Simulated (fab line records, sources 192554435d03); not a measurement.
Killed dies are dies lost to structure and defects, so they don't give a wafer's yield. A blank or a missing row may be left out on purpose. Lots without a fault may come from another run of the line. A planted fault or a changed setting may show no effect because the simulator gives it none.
A struck lot beside a sound one | flow n5_finfet | 19 steps out of a route of 1938
Sound: wafers L595.2, L595.4, L595.6. Struck: wafer L607.3. (L607.2 of the same lot was not struck and is left out.) The cause comes at the end.
At each step with rows: each side's tool, then ch and its chambers, then its first start. Under that, the readings that differ: sound wafers | struck wafers | difference of the means | sigmas: that difference in standard deviations of wafers without a fault.
alike: readings whose means differ by less than 2 such deviations, and words and numbers that are the same on both sides. not compared: withheld readings, readings that some wafer has no value for, bounds like >300 that may hide the same value, and numbers for which the record gives no deviation and whose values overlap.
The two part at a step that has a row with sigmas, a row that says differs or no value, or rows on one side only. Numbers that don't overlap but have no deviation are shown without sigmas and don't part them. A reading that every wafer of one side lacks parts them only if that side has two wafers or more.

first, 9 steps without rows for these wafers: N5_SD_EPI_N_COAT_33 (time 60 s, resist thk 35 nm); N5_SD_EPI_N_COAT_03 (resist thk 150 nm); N5_SD_EPI_N_EBR_05; N5_SD_EPI_N_SOFTBAKE_04 (time 60 s); N5_SD_EPI_N_EXPOSE_06 (exposes mask SD N BLK, target cd 120 nm); N5_SD_EPI_N_PEB_07 (peb time 60 s); N5_SD_EPI_N_DEVELOP_08 (develop time 30 s); N5_SD_EPI_N_DESCUM_14 (chemistry O2, time 7.9 s); N5_SD_EPI_N_ETCH_34 (etches SiARC in CF4, target depth 45.5 nm, time 75.8 s).
N5_SD_EPI_N_ETCH_35: etches SOC in N2/H2, overetch 108 nm, time 486 s.
  sound on rie_diel-02 ch 1,2, day 3 00:49; struck on rie_diel-02 ch 1, day 6 03:21
  reading                                     | sound             | struck | difference | sigmas
  temp_c (C)                                  | 39.93 39.99 40.10 | 39.80  | -0.21      | -2
  model.SD_EPI_N.cd_nm (nm)                   | 120.6 120.6 121.4 | 124.8  | +3.9       |
  model.SiARC_of_SD_EPI_N_COAT_33.thk_nm (nm) | 19.8 19.6 19.6    | 15     | -5         |
  alike: drypump_motor_current_A, h2_flow_sccm, oes_product_au, rf_vpp_V, showerhead_plenum_p_Torr, throttle_valve_pct
  not compared: rf_hours_counter_h
then, 3 steps without rows for these wafers: N5_SD_EPI_N_STRIP_36 (strips in N2/H2); N5_SD_EPI_N_ETCHBACK_44 (etches SiNx in CH3F/O2, stops on SiO2, target depth 14.5 nm); N5_SD_EPI_N_ETCH_45 (etches SiOCN in CH3F/O2, target depth 6 nm).
N5_SD_EPI_N_ETCH_16: etches SiO2 in CHF3/O2, target depth 5 nm.
  sound on rie_diel-02 ch 1,2, day 3 01:21; struck on rie_diel-02 ch 1, day 6 03:53
  reading                                     | sound          | struck | difference | sigmas
  model.SiARC_of_SD_EPI_N_COAT_33.thk_nm (nm) | 12.6 12.2 12.2 | 7.8    | -4.5       |
  alike: CHF3_flow_sccm, drypump_motor_current_A, oes_f_703_au, oes_product_au, rf_vpp_V, showerhead_plenum_p_Torr, throttle_valve_pct
  not compared: rf_hours_counter_h
then, 1 step without rows for these wafers: N5_SD_EPI_N_STRIP_47 (strips in CHF3/O2).
N5_SD_EPI_N_SD_RECESS_17: chemistry HBr/Cl2/O2, target depth 41 nm, time 23.7 s, bt time 3 s.
  sound on rie_si-03 ch 1,2,3, day 3 01:25; struck on rie_si-05 ch 0, day 6 03:57
  reading                   | sound             | struck | difference | sigmas
  model.SD_EPI_N.cd_nm (nm) | 120.4 120.6 121.6 | 124.6  | +3.7       |
  alike: drypump_motor_current_A, oes_product_au, throttle_valve_pct
  not compared: rf_hours_counter_h
then, 1 step without rows for these wafers: N5_SD_EPI_N_STRIP_38 (strips in N2/H2).
-- the record jumps here: 9 days lie between the struck wafers' starts before and after (it left off in module SD_EPI_N and takes up again in module BEOL_M4, whose first step shown is number 1111 of the route) --
N5_BEOL_M4_RC_MEAS_101:
  sound on prober-01 ch 0, day 9 04:16; struck on prober-01 ch 0, day 14 23:37
  reading       | sound          | struck | difference | sigmas
  SS_P (mV/dec) | 74.0 73.0 74.6 | 72.8   | -1.1       | -2
  alike: DIBL_N, DIBL_P, IOFF_N, IOFF_P, ION_N, ION_P, SS_N, VT_N, VT_P
-- the record jumps here: 4 days lie between the struck wafers' starts before and after (it left off in module BEOL_M4 and takes up again in module PASSIVATION, whose first step shown is number 1936 of the route) --
N5_PASSIVATION_PROBE_49:
  sound on prober-01, day 13 04:55; struck on prober-01, day 19 06:34
  reading              | sound    | struck | difference | sigmas
  killed_at_M4_up      | 13 8 7   | 20     | +11        | +2
  sort_bin_8_speed (%) | 0 0.08 0 | 0      | +0         | -3
  alike: defect_limited_yield, killed_at_M0_to_M3, killed_at_contacts, killed_at_front_end, killed_at_other, killed_dies, killed_on_rim, killed_open, killed_short, sort_bin_5_function, sort_bin_6_memory, sort_n_pass, sort_yield_pct

WHERE THEY PART
First at N5_SD_EPI_N_ETCH_35; last, within this record, at N5_PASSIVATION_PROBE_49.

WHY: what the simulator had put in
Process parameter drift: rie_diel-02, from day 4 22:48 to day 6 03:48, at N5_SD_EPI_N_ETCH_35. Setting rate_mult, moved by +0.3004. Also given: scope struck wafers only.
